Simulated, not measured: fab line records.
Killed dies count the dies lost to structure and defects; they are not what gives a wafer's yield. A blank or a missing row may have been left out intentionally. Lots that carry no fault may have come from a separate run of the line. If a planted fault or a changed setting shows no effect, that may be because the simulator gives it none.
Chamber matching | flow nand-harc | rie-diel-13 running NHARC_A_STAIRCASE_ETCH_444: 4 sister chambers
The step etches the open film in C4F8/O2, target depth 10200 nm, time 3400 s. 14 wafers are shown with their chamber, then 7 later ones without.

WAFERS PAIRED WITH THEIR CHAMBERS
wafer  | chamber | rf-vpp-V (V) | chamber-pressure-mTorr (mTorr) | rf-fwd-power-W (W)
L078.2 | 2       | 813          | 25.022                         | 596.9
L078.3 | 0       | 814          | 25.003                         | 597.9
L078.6 | 3       | 813          | 24.981                         | 600.2
L077.3 | 3       | 812          | 25.068                         | 602.2
L077.4 | 0       | 814          | 25.007                         | 600.1
L077.6 | 1       | 812          | 25.011                         | 602.0
L081.2 | 2       | 813          | 25.015                         | 600.8
L081.3 | 0       | 814          | 24.986                         | 603.2
L081.4 | 1       | 813          | 25.017                         | 600.7
L086.3 | 0       | 814          | 24.966                         | 600.6
L086.5 | 2       | 812          | 25.008                         | 598.7
L086.6 | 3       | 812          | 25.030                         | 601.1
L088.1 | 0       | 814          | 24.996                         | 599.9
L088.5 | 0       | 815          | 24.989                         | 599.4

SIGNATURES, as means of the wafers listed above
reading                | chamber 0 | chamber 1 | chamber 2 | chamber 3 | scatter within a chamber
rf-vpp-V               | 814.17    | 812.50    | 812.67    | 812.33    | 0.516
chamber-pressure-mTorr | 24.99117  | 25.01400  | 25.01500  | 25.02633  | 0.0224
rf-fwd-power-W         | 600.183   | 601.350   | 598.800   | 601.167   | 1.6
Rule: a wafer's distance from a chamber is the root of the sum, over the readings, of the square of ((its reading less the chamber's mean) divided by the reading's scatter). If the next closest chamber is less than 2 further off than the closest, the wafer can't be placed; otherwise it belongs to the closest. The scatter: the root of (the sum of the squares of (reading less its chamber's mean) over the shown wafers, divided by (wafers less chambers)).

WAFERS WITH NO CHAMBER GIVEN
wafer  | rf-vpp-V (V) | chamber-pressure-mTorr (mTorr) | rf-fwd-power-W (W)
L088.6 | 812          | 24.963                         | 599.2
L087.1 | 813          | 25.011                         | 596.7
L087.2 | 811          | 24.999                         | 598.3
L087.6 | 810          | 25.005                         | 600.4
L092.2 | 812          | 24.955                         | 600.2
L092.4 | 813          | 25.000                         | 600.3
L092.5 | 813          | 25.013                         | 597.2

THE CHAMBER EACH PASSED THROUGH
wafer  | from the rows above               | in truth
L088.6 | can't be placed: 2 or 1 or 3 or 0 | 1
L087.1 | can't be placed: 2 or 1 or 3 or 0 | 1
L087.2 | can't be placed: 2 or 3 or 1      | 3
L087.6 | can't be placed: 3 or 1 or 2      | 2
L092.2 | can't be placed: 1 or 2 or 3 or 0 | 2
L092.4 | can't be placed: 2 or 1 or 3 or 0 | 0
L092.5 | can't be placed: 2 or 1 or 3 or 0 | 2
Correct placement for 0 of the 7. These rows do not allow placing 7 (true chamber among the candidates in 7). Number placed wrongly: 0.
